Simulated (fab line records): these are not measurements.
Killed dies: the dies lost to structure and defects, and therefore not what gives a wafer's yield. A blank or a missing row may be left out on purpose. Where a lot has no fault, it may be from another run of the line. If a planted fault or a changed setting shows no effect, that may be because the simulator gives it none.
Which tool was responsible? + flow nand-harc + 12 lots with 36 wafers sampled at 4 steps, on a route of 1159 steps

## WHAT EACH GAUGE READ, for each wafer
NHARC_P_GATE_CD_MEAS_91: target cd 2000 nm.
| lot  | measured     | on        | cd-nm (nm)           |
|------|--------------|-----------|----------------------|
| L905 | day 5 07:47  | cd-sem-02 | 1998.9 1997.5 1998.6 |
| L906 | day 5 08:07  | cd-sem-03 | 2000.3 1996.3 1998.8 |
| L907 | day 5 19:59  | cd-sem-03 | 2001.8 1999.6 1997.9 |
| L909 | day 6 11:53  | cd-sem-02 | 1994.2 1999.1 1996.2 |
| L911 | day 7 00:52  | cd-sem-02 | 2002.1 1999.9 1996.7 |
| L914 | day 7 13:20  | cd-sem-03 | 1965.4 1966.9 1969.5 |
| L921 | day 9 09:26  | cd-sem-03 | 1999.9 1998.2 1996.0 |
| L922 | day 9 13:56  | cd-sem-03 | 1995.6 1997.7 1999.5 |
| L924 | day 9 23:20  | cd-sem-02 | 1998.4 1999.0 1995.6 |
| L925 | day 10 06:20 | cd-sem-03 | 1997.3 1994.2 1998.4 |
| L927 | day 10 17:08 | cd-sem-03 | 2000.6 1997.0 1998.3 |
| L926 | day 10 17:35 | cd-sem-03 | 1991.4 1996.6 1997.1 |

## WHICH TOOL RAN EACH LOT (tool, then ch and the chambers of the sampled wafers, then the start)
| lot  | NHARC_P_GATE_ETCH_32             | NHARC_P_GATE_STRIP_76                | NHARC_P_GATE_EXPOSE_88            |
|------|----------------------------------|--------------------------------------|-----------------------------------|
| L905 | rie-si-04 ch 1,2,3, day 4 16:35  | plasma-asher-02 ch 0,1, day 5 06:52  | krf-scanner-03 ch 0, day 5 07:38  |
| L906 | rie-si-01 ch 0,1,2, day 4 16:55  | plasma-asher-02 ch 0,1, day 5 07:12  | krf-scanner-04 ch 0, day 5 07:58  |
| L907 | rie-si-01 ch 1,2,3, day 5 05:24  | plasma-asher-02 ch 0,1, day 5 19:12  | krf-scanner-04 ch 0, day 5 19:50  |
| L909 | rie-si-01 ch 2,3, day 5 20:59    | plasma-asher-02 ch 0,1, day 6 10:58  | krf-scanner-02 ch 0, day 6 11:44  |
| L911 | rie-si-04 ch 0,1, day 6 09:53    | plasma-asher-02 ch 0,1, day 6 23:57  | krf-scanner-03 ch 0, day 7 00:43  |
| L914 | rie-si-02 ch 2,3, day 6 22:23    | plasma-asher-02 ch 0,1, day 7 12:26  | krf-scanner-03 ch 0, day 7 13:11  |
| L921 | rie-si-02 ch 1,3, day 8 17:13    | plasma-asher-01 ch 0,1, day 9 08:38  | krf-scanner-03 ch 0, day 9 09:17  |
| L922 | rie-si-04 ch 0,2,3, day 8 23:05  | plasma-asher-02 ch 0,1, day 9 13:00  | krf-scanner-03 ch 0, day 9 13:47  |
| L924 | rie-si-02 ch 0,3, day 9 08:34    | plasma-asher-02 ch 0,1, day 9 22:25  | krf-scanner-02 ch 0, day 9 23:10  |
| L925 | rie-si-04 ch 1,2, day 9 15:39    | plasma-asher-01 ch 0,1, day 10 05:26 | krf-scanner-03 ch 0, day 10 06:11 |
| L927 | rie-si-01 ch 0,2,3, day 10 02:19 | plasma-asher-02 ch 0,1, day 10 16:22 | krf-scanner-03 ch 0, day 10 16:59 |
| L926 | rie-si-04 ch 0,1,2, day 10 02:30 | plasma-asher-02 ch 0,1, day 10 16:40 | krf-scanner-04 ch 0, day 10 17:26 |
- NHARC_P_GATE_ETCH_32: etches the open film in HBr/Cl2, target depth 150 nm, time 100.1 s.
- NHARC_P_GATE_STRIP_76: strips in O2.
- NHARC_P_GATE_EXPOSE_88: exposes mask P HVN, target cd 2000 nm.

## WHAT THE TOOLS THEMSELVES READ (means of the sampled wafers that have a number; where no wafer has one, the mark that the record gives instead)
NHARC_P_GATE_ETCH_32.
| lot  | tool      | drypump-motor-current-A (A) | hbr-flow-sccm (sccm) | oes-product-au (a.u.) | throttle-valve-pct (%) |
|------|-----------|-----------------------------|----------------------|-----------------------|------------------------|
| L905 | rie-si-04 | 5.4                         | 150.3                | 1.006                 | 26.411                 |
| L906 | rie-si-01 | 5.6                         | 150.0                | 0.993                 | 26.402                 |
| L907 | rie-si-01 | 5.8                         | 149.7                | 0.994                 | 26.404                 |
| L909 | rie-si-01 | 5.9                         | 149.9                | 0.985                 | 26.407                 |
| L911 | rie-si-04 | 5.6                         | 150.1                | 1.011                 | 26.410                 |
| L914 | rie-si-02 | 5.5                         | 150.0                | 0.994                 | 26.396                 |
| L921 | rie-si-02 | 5.7                         | 150.1                | 0.985                 | 26.402                 |
| L922 | rie-si-04 | 5.3                         | 149.8                | 1.004                 | 26.406                 |
| L924 | rie-si-02 | 5.5                         | 150.6                | 0.991                 | 26.401                 |
| L925 | rie-si-04 | 5.2                         | 150.2                | 1.000                 | 26.405                 |
| L927 | rie-si-01 | 5.7                         | 150.2                | 1.004                 | 26.409                 |
| L926 | rie-si-04 | 5.4                         | 150.1                | 0.997                 | 26.395                 |

NHARC_P_GATE_STRIP_76.
| lot  | tool            | drypump-motor-current-A (A) | heater-power-w (W) | temp-c (C) |
|------|-----------------|-----------------------------|--------------------|------------|
| L905 | plasma-asher-02 | 5.54                        | 365                | 249.84     |
| L906 | plasma-asher-02 | 5.41                        | 356                | 250.18     |
| L907 | plasma-asher-02 | 5.40                        | 355                | 249.99     |
| L909 | plasma-asher-02 | 5.42                        | 362                | 250.07     |
| L911 | plasma-asher-02 | 5.41                        | 358                | 249.78     |
| L914 | plasma-asher-02 | 5.54                        | 363                | 250.03     |
| L921 | plasma-asher-01 | 5.40                        | 353                | 249.90     |
| L922 | plasma-asher-02 | 5.41                        | 364                | 250.16     |
| L924 | plasma-asher-02 | 5.41                        | 358                | 249.91     |
| L925 | plasma-asher-01 | 5.66                        | 350                | 249.91     |
| L927 | plasma-asher-02 | 5.54                        | 360                | 249.91     |
| L926 | plasma-asher-02 | 5.42                        | 361                | 250.06     |

NHARC_P_GATE_EXPOSE_88.
| lot  | tool           | reticle-temp-C (C) | stage-vel-mm-s (mm/s) |
|------|----------------|--------------------|-----------------------|
| L905 | krf-scanner-03 | 23.05              | 499.91                |
| L906 | krf-scanner-04 | 23.13              | 500.05                |
| L907 | krf-scanner-04 | 23.00              | 499.72                |
| L909 | krf-scanner-02 | 23.04              | 499.99                |
| L911 | krf-scanner-03 | 23.06              | 499.93                |
| L914 | krf-scanner-03 | 23.07              | 499.99                |
| L921 | krf-scanner-03 | 22.85              | 499.92                |
| L922 | krf-scanner-03 | 23.09              | 499.91                |
| L924 | krf-scanner-02 | 23.05              | 500.03                |
| L925 | krf-scanner-03 | 23.08              | 500.08                |
| L927 | krf-scanner-03 | 23.04              | 500.02                |
| L926 | krf-scanner-04 | 22.97              | 500.00                |

## THE ANSWER, worked out from the rows above alone
Rule: the usual values come from the lots themselves. Put in order of their means at a reading, lots are off if they are a third of the lots or fewer, leave a main group of 4 or more, and stand apart from it by a gap of 3 or more times the standard deviation of the main group's means; of several such gaps the widest counts. Not used: any main group whose means are identical at the precision the tables above print for the reading. A lot without any number at a reading at which 4 lots or more have one is off too. All remaining lots with rows at the step are treated as sound. First the gauges in route order, then the tools' own readings, where a lot's mean is used as printed above. At the first step where some lot is off, the reading lying furthest off is the one used; lots without a number count as furthest.
Off at NHARC_P_GATE_CD_MEAS_91 (cd-nm): L914. Main group: mean 1997.8 nm, sd 1.3.
If a tool, at a process step before that reading, ran all the lots that are off and no sound lot after the first of them, it fits. The gauges at NHARC_P_GATE_CD_MEAS_91 aren't tried: what is off there is off at NHARC_P_GATE_STRIP_76 too, on other tools, and a gauge's error can't cause that. None of those tried fits.

## WHAT THE SIMULATOR PUT IN
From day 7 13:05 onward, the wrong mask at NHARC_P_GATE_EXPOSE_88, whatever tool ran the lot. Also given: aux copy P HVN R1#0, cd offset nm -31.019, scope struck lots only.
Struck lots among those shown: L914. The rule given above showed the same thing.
